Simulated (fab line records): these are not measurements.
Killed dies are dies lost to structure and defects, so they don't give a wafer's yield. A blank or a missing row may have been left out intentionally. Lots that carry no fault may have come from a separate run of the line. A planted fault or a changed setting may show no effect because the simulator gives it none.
What tool caused it?	flow n5-finfet	10 lots, 28 wafers sampled, at 6 steps of a route of 1938

== WHAT THE GAUGES READ, wafer by wafer ==
N5_BEOL_M4_THK_MEAS_01.
lot	measured	on	M4_ILD_THK (nm)
L476	day 8 10:46	film-metro-02	60.5 61.8 79.8
L478	day 8 20:23	film-metro-02	78.3 78.5 60.5
L477	day 8 22:10	film-metro-01	77.7 76.5 79.4
L487	day 11 05:58	film-metro-01	79.1 81.8 80.3
L488	day 11 11:07	film-metro-02	78.5 79.1 79.3
L490	day 12 01:50	film-metro-02	79.4 79.9
L491	day 12 18:44	film-metro-02	78.7 80.2 79.8
L493	day 12 20:06	film-metro-02	78.0 79.7
L492	day 12 21:28	film-metro-01	77.1 76.2 78.0
L494	day 12 22:59	film-metro-01	77.6 78.7 78.7

N5_BEOL_M4_RC_MEAS_101.
lot	measured	on	DIBL_N (mV/V)	DIBL_P (mV/V)	IOFF_N (nA/um)	IOFF_P (nA/um)	ION_N (uA/um)	ION_P (uA/um)	SS_N (mV/dec)	SS_P (mV/dec)	VT_N (mV)	VT_P (mV)
L476	day 9 00:59	prober-01	40.9 38.7 39.4	38.9 35.7 37.6	0.24 0.19 0.19	0.29 0.22 0.25	696 677 678	474 460 463	72.2 71.5 71.9	73.9 72.8 73.9	242 246 248	-246 -248 -248
L478	day 9 06:25	prober-02	32.9 35.6 34.9	33.4 35.8 34.8	0.11 0.16 0.15	0.16 0.19 0.17	660 679 670	455 461 460	70.7 71.8 72.0	72.0 72.5 72.5	254 248 249	-254 -252 -254
L477	day 9 08:40	prober-01	33.4 37.4 34.6	32.2 36.3 34.1	0.12 0.18 0.14	0.17 0.22 0.19	669 675 674	460 459 462	71.7 71.8 71.1	71.5 72.9 72.6	251 251 252	-250 -248 -249
L487	day 11 21:11	prober-01	40.2 37.6 39.0	42.0 39.5 39.6	0.26 0.20 0.22	0.30 0.26 0.25	697 687 681	471 465 455	73.5 72.0 72.6	74.6 74.1 74.0	244 246 246	-245 -248 -247
L488	day 12 01:38	prober-02	38.1 37.3 37.4	37.8 37.4 37.3	0.16 0.18 0.16	0.21 0.22 0.21	685 687 676	469 471 470	71.9 72.5 72.7	73.6 73.9 72.8	250 247 251	-252 -251 -251
L490	day 12 12:32	prober-01	36.9 37.8	35.7 35.7	0.17 0.19	0.18 0.19	666 670	444 452	73.2 73.0	73.4 73.2	250 251	-256 -253
L491	day 13 04:58	prober-01	37.6 37.4 41.7	40.2 39.5 43.6	0.21 0.19 0.32	0.29 0.26 0.37	688 681 699	473 464 477	72.1 71.8 73.5	74.6 74.0 75.8	246 247 240	-246 -246 -244
L493	day 13 06:49	prober-01	36.3 32.8	37.3 33.6	0.19 0.13	0.26 0.20	689 652	471 457	72.2 71.2	73.4 71.7	246 253	-245 -250
L492	day 13 07:31	prober-02	35.7 40.3 36.5	36.0 39.2 36.0	0.16 0.23 0.16	0.20 0.24 0.20	685 684 685	469 461 468	70.9 72.7 71.6	73.0 74.4 73.3	248 245 249	-250 -252 -253
L494	day 13 09:58	prober-02	36.4 36.8 37.0	36.7 36.7 37.2	0.17 0.17 0.18	0.21 0.22 0.23	672 671 675	459 454 460	71.2 72.2 71.9	73.0 73.5 73.8	248 248 247	-252 -250 -250

== TOOL THAT RAN EACH LOT (tool first, then ch and the chambers of the sampled wafers, then the start) ==
lot	N5_BEOL_M3_SPUTTER_90	N5_BEOL_M3_ANNEAL_91	N5_BEOL_M3_ANNEAL_95	N5_BEOL_M4_ILD_DEP_00
L476	pvd-sputter-01, day 8 08:55	pvd-sputter-01, day 8 09:00	pvd-sputter-01, day 8 09:26	pecvd-04 ch 1,2, day 8 10:41
L478	pvd-sputter-03, day 8 18:29	pvd-sputter-03, day 8 18:34	pvd-sputter-03, day 8 19:00	pecvd-04 ch 0,2, day 8 20:19
L477	pvd-sputter-02, day 8 20:19	pvd-sputter-02, day 8 20:24	pvd-sputter-02, day 8 20:50	pecvd-01 ch 0,1,2, day 8 22:06
L487	pvd-sputter-01, day 11 04:05	pvd-sputter-01, day 11 04:10	pvd-sputter-01, day 11 04:37	pecvd-01 ch 1,2, day 11 05:53
L488	pvd-sputter-01, day 11 09:16	pvd-sputter-01, day 11 09:20	pvd-sputter-01, day 11 09:47	pecvd-04 ch 1,2, day 11 11:02
L490	pvd-sputter-02, day 12 00:00	pvd-sputter-02, day 12 00:05	pvd-sputter-02, day 12 00:31	pecvd-02 ch 1,2, day 12 01:46
L491	pvd-sputter-01, day 12 16:50	pvd-sputter-01, day 12 16:55	pvd-sputter-01, day 12 17:21	pecvd-02 ch 1,2, day 12 18:39
L493	pvd-sputter-03, day 12 18:04	pvd-sputter-03, day 12 18:08	pvd-sputter-03, day 12 18:35	pecvd-04 ch 0, day 12 20:02
L492	pvd-sputter-02, day 12 19:38	pvd-sputter-02, day 12 19:43	pvd-sputter-02, day 12 20:09	pecvd-04 ch 1,2, day 12 21:24
L494	pvd-sputter-03, day 12 21:08	pvd-sputter-03, day 12 21:13	pvd-sputter-03, day 12 21:40	pecvd-02 ch 0,1,2, day 12 22:55
- N5_BEOL_M3_SPUTTER_90: material Cu, target thk 4.5 nm, time 8.29 s.
- N5_BEOL_M3_ANNEAL_91: time 240 s.
- N5_BEOL_M3_ANNEAL_95: time 240 s.
- N5_BEOL_M4_ILD_DEP_00: deposits SiOC from DEMS/O2, target thk 79 nm, time 15.3 s.

== AS READ BY THE TOOLS THEMSELVES (means over the sampled wafers that have a number; for cases with no such wafer, the mark the record gives instead) ==
N5_BEOL_M3_SPUTTER_90.
lot	tool	throttle-valve-pct (%)
L476	pvd-sputter-01	29.8
L478	pvd-sputter-03	30.3
L477	pvd-sputter-02	31.8
L487	pvd-sputter-01	29.0
L488	pvd-sputter-01	29.2
L490	pvd-sputter-02	31.9
L491	pvd-sputter-01	29.7
L493	pvd-sputter-03	31.7
L492	pvd-sputter-02	30.7
L494	pvd-sputter-03	31.1

N5_BEOL_M3_ANNEAL_91.
lot	tool	heater-power-w (W)
L476	pvd-sputter-01	794
L478	pvd-sputter-03	876
L477	pvd-sputter-02	907
L487	pvd-sputter-01	830
L488	pvd-sputter-01	840
L490	pvd-sputter-02	882
L491	pvd-sputter-01	799
L493	pvd-sputter-03	873
L492	pvd-sputter-02	948
L494	pvd-sputter-03	892

N5_BEOL_M3_ANNEAL_95.
lot	tool	heater-power-w (W)
L476	pvd-sputter-01	796
L478	pvd-sputter-03	885
L477	pvd-sputter-02	908
L487	pvd-sputter-01	818
L488	pvd-sputter-01	827
L490	pvd-sputter-02	876
L491	pvd-sputter-01	801
L493	pvd-sputter-03	870
L492	pvd-sputter-02	925
L494	pvd-sputter-03	883

N5_BEOL_M4_ILD_DEP_00.
lot	tool	heater-power-w (W)	showerhead-plenum-p-Torr (Torr)	throttle-valve-pct (%)
L476	pecvd-04	503	5.691	11.5
L478	pecvd-04	565	5.690	11.5
L477	pecvd-01	486	5.667	12.5
L487	pecvd-01	424	5.678	12.4
L488	pecvd-04	537	5.687	11.7
L490	pecvd-02	411	5.695	11.8
L491	pecvd-02	427	5.680	11.5
L493	pecvd-04	532	5.704	12.1
L492	pecvd-04	525	5.698	12.0
L494	pecvd-02	437	5.692	12.1

== THE ANSWER, worked out from the rows above alone ==
Rule: usual is defined by the lots themselves. The widest of any qualifying gaps counts: lots, ordered by their means at a reading, are off when they make up no more than a third of the lots, leave a main group of 4 or more, and stand apart from it by 3 or more times the standard deviation of that group's means. A main group whose means are all the same, to the digits that the tables above print for the reading, isn't used. A lot without any number at a reading at which 4 lots or more have one is off too. The other lots that the step has rows for count as sound. Order of review: gauges by route order, followed by the tools' own readings, for which a lot's mean as printed above is used. At the first step where some lot is off, the reading lying furthest off is the one used; lots without a number count as furthest.
Off: L476, L478, at N5_BEOL_M4_THK_MEAS_01 (M4_ILD_THK). For the main group the mean is 78.8 nm and the standard deviation 0.99.
If a tool, at a process step before that reading, ran all the lots that are off and no sound lot after the first of them, it fits. Gauges at N5_BEOL_M4_THK_MEAS_01: tried the same way as those tools. Not one of the candidates tried fits.

== WHAT THE SIMULATOR HAD PUT IN ==
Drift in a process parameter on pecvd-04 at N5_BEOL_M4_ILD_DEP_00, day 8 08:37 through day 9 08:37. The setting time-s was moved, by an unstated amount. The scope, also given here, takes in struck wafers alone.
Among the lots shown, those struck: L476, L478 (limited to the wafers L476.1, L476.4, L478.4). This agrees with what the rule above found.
